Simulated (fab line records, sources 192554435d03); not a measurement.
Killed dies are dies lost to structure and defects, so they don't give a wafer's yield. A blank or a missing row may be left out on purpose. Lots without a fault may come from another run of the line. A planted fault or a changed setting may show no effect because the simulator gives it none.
Which tool did it? | flow n5_finfet | 8 lots, 24 wafers sampled, at 4 steps of a route of 1938

WHAT THE GAUGES READ, wafer by wafer
N5_BEOL_M15_RC_MEAS_101.
lot  | measured     | on        | COMB_M9 (S/m)
L751 | day 15 13:23 | prober-01 | 2.26e-11 2.5e-11 2.73e-11
L753 | day 14 15:15 | prober-01 | 2.28e-11 2.39e-11 3.01e-11
L754 | day 14 09:08 | prober-02 | 1e-11 1.19e-11 1.77e-11
L759 | day 15 10:53 | prober-02 | 1.41e-11 1.42e-11 1.94e-11
L763 | day 16 07:10 | prober-01 | 1.1e-11 1.27e-11 1.4e-11
L765 | day 17 03:56 | prober-02 | 1.54e-11 1.21e-11 1.61e-11
L766 | day 17 09:40 | prober-01 | 1.19e-11 1.22e-11 1.34e-11
L761 | day 18 03:56 | prober-02 | 1.24e-11 1.19e-11 1.43e-11

WHICH TOOL RAN EACH LOT (tool, then ch and the chambers of the sampled wafers, then the start)
lot  | N5_BEOL_M9_STRIP_36                | N5_BEOL_M9_CURE_72            | N5_BEOL_M9_ALD_74
L751 | rie_diel-06 ch 1,2,3, day 11 17:34 | uv_cure-02 ch 1, day 11 17:58 | ald_metal-04 ch 0,1,3, day 11 18:34
L753 | rie_diel-05 ch 0,2, day 12 13:49   | uv_cure-01 ch 2, day 12 14:13 | ald_metal-04 ch 1,2,3, day 12 15:58
L754 | rie_diel-06 ch 0,2,3, day 12 14:35 | uv_cure-01 ch 2, day 12 14:59 | ald_metal-02 ch 0,2,3, day 12 16:19
L759 | rie_diel-06 ch 0,2,3, day 13 12:20 | uv_cure-02 ch 1, day 13 12:45 | ald_metal-02 ch 2,3, day 13 13:44
L763 | rie_diel-03 ch 1,2, day 14 14:22   | uv_cure-03 ch 2, day 14 14:52 | ald_metal-02 ch 0,3, day 14 15:44
L765 | rie_diel-05 ch 0,3, day 15 11:02   | uv_cure-02 ch 2, day 15 11:27 | ald_metal-04 ch 1,2,3, day 15 12:01
L766 | rie_diel-06 ch 0,2, day 15 13:36   | uv_cure-03 ch 2, day 15 14:13 | ald_metal-04 ch 0,1,2, day 15 14:43
L761 | rie_diel-06 ch 0,2,3, day 16 04:41 | uv_cure-02 ch 2, day 16 05:11 | ald_metal-02 ch 1,3, day 16 05:49
- N5_BEOL_M9_STRIP_36: strips in N2/H2.
- N5_BEOL_M9_CURE_72: cures SiCOH lowk, time 120 s.
- N5_BEOL_M9_ALD_74: deposits TaN, target thk 2 nm, pulse time 2 s, purge time 3 s.

THE ANSWER, worked out from the rows above alone
Rule: what is usual is taken from the lots themselves. Put in order of their means at a reading, lots are off if they are a third of the lots or fewer, leave a main group of 4 or more, and stand apart from it by a gap of 3 or more times the standard deviation of the main group's means; of several such gaps the widest counts. A main group whose means are all the same, to the digits that the tables above print for the reading, isn't used. A lot without any number at a reading at which 4 lots or more have one is off too. The other lots that the step has rows for count as sound.
Off: L751, L753, at N5_BEOL_M15_RC_MEAS_101 (COMB_M9). The main group: mean 1.36e-11 S/m, standard deviation 1.2e-12.
A tool fits if, at a process step before that reading, it ran every lot that is off, and no sound lot after the first of them. The gauges at N5_BEOL_M15_RC_MEAS_101 are tried like those tools. None of those tried fits.

WHAT THE SIMULATOR HAD PUT IN
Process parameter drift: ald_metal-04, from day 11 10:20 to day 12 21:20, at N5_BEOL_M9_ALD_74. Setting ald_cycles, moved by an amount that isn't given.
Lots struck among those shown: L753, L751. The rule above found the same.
